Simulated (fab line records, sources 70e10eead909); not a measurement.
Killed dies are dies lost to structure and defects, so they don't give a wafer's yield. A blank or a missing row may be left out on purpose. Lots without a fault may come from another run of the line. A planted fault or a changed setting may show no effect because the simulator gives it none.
Chamber matching | flow nand_harc | NHARC_P_M2_ETCH_35 on rie_diel-13: 4 sister chambers
The step etches the open film in N2/H2, target depth 40 nm, overetch 12 nm, time 43.94 s. 30 wafers are shown with their chamber, then 12 later ones without.

WAFERS WITH THEIR CHAMBER
wafer  | chamber | rf_vpp_V (V) | throttle_valve_pct (%) | oes_product_au (a.u.)
L074.1 | 0       | 427          | 14.163                 | 1.002
L074.4 | 2       | 435          | 14.188                 | 1.014
L074.6 | 2       | 434          | 14.175                 | 1.006
L076.1 | 1       | 432          | 14.165                 | 1.001
L076.3 | 2       | 433          | 14.181                 | 0.998
L076.5 | 0       | 427          | 14.187                 | 0.996
L079.3 | 0       | 428          | 14.155                 | 0.998
L079.5 | 3       | 429          | 14.172                 | 0.999
L079.6 | 2       | 435          | 14.166                 | 0.990
L078.2 | 0       | 428          | 14.162                 | 0.992
L078.4 | 3       | 429          | 14.184                 | 1.004
L078.5 | 2       | 435          | 14.170                 | 1.007
L080.1 | 3       | 429          | 14.180                 | 1.005
L080.3 | 1       | 431          | 14.172                 | 1.002
L080.5 | 1       | 431          | 14.169                 | 1.007
L087.1 | 1       | 429          | 14.159                 | 1.010
L087.2 | 3       | 429          | 14.179                 | 1.008
L087.4 | 2       | 434          | 14.178                 | 1.005
L086.2 | 1       | 430          | 14.165                 | 1.005
L086.4 | 0       | 428          | 14.178                 | 1.010
L086.6 | 1       | 432          | 14.164                 | 1.004
L088.1 | 3       | 429          | 14.176                 | 0.998
L088.5 | 1       | 431          | 14.164                 | 1.010
L088.6 | 2       | 435          | 14.179                 | 1.001
L089.1 | 2       | 434          | 14.154                 | 1.014
L089.4 | 0       | 429          | 14.163                 | 0.997
L089.5 | 3       | 428          | 14.169                 | 1.008
L093.2 | 0       | 426          | 14.176                 | 1.013
L093.3 | 2       | 434          | 14.161                 | 1.020
L093.5 | 3       | 428          | 14.157                 | 1.018

SIGNATURES (means of the wafers above)
reading            | chamber 0 | chamber 1 | chamber 2 | chamber 3 | scatter within a chamber
rf_vpp_V           | 427.57    | 430.86    | 434.33    | 428.71    | 0.832
throttle_valve_pct | 14.16914  | 14.16543  | 14.17244  | 14.17386  | 0.00934
oes_product_au     | 1.00114   | 1.00557   | 1.00611   | 1.00571   | 0.00727
Rule: a wafer's distance from a chamber is the root of the sum, over the readings, of the square of ((its reading less the chamber's mean) divided by the reading's scatter). The wafer belongs to the nearest chamber; if the next one is less than 2 further off, it can't be placed. The scatter: the root of (the sum of the squares of (reading less its chamber's mean) over the shown wafers, divided by (wafers less chambers)).

WAFERS WITHOUT THEIR CHAMBER
wafer  | rf_vpp_V (V) | throttle_valve_pct (%) | oes_product_au (a.u.)
L094.1 | 431          | 14.163                 | 0.997
L094.4 | 428          | 14.170                 | 1.014
L094.6 | 427          | 14.160                 | 0.993
L095.2 | 436          | 14.177                 | 1.005
L095.5 | 435          | 14.184                 | 1.007
L095.6 | 428          | 14.173                 | 1.010
L096.3 | 428          | 14.167                 | 1.016
L096.5 | 435          | 14.182                 | 1.009
L096.6 | 429          | 14.149                 | 0.997
L097.1 | 428          | 14.167                 | 1.001
L097.2 | 435          | 14.161                 | 1.005
L097.4 | 431          | 14.188                 | 0.993

WHICH CHAMBER EACH WENT THROUGH
wafer  | from the rows above               | in truth
L094.1 | can't be placed: 1 or 3           | 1
L094.4 | can't be placed: 3 or 0           | 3
L094.6 | can't be placed: 0 or 3           | 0
L095.2 | 2                                 | 2
L095.5 | 2                                 | 2
L095.6 | can't be placed: 3 or 0           | 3
L096.3 | can't be placed: 3 or 0 or 1      | 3
L096.5 | 2                                 | 2
L096.6 | can't be placed: 0 or 3 or 1      | 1
L097.1 | can't be placed: 0 or 3           | 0
L097.2 | 2                                 | 2
L097.4 | can't be placed: 1 or 3 or 2 or 0 | 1
Placed correctly: 4 of 12. Can't be placed from these rows: 8 (the true chamber is among the candidates in 8). Placed wrongly: 0.
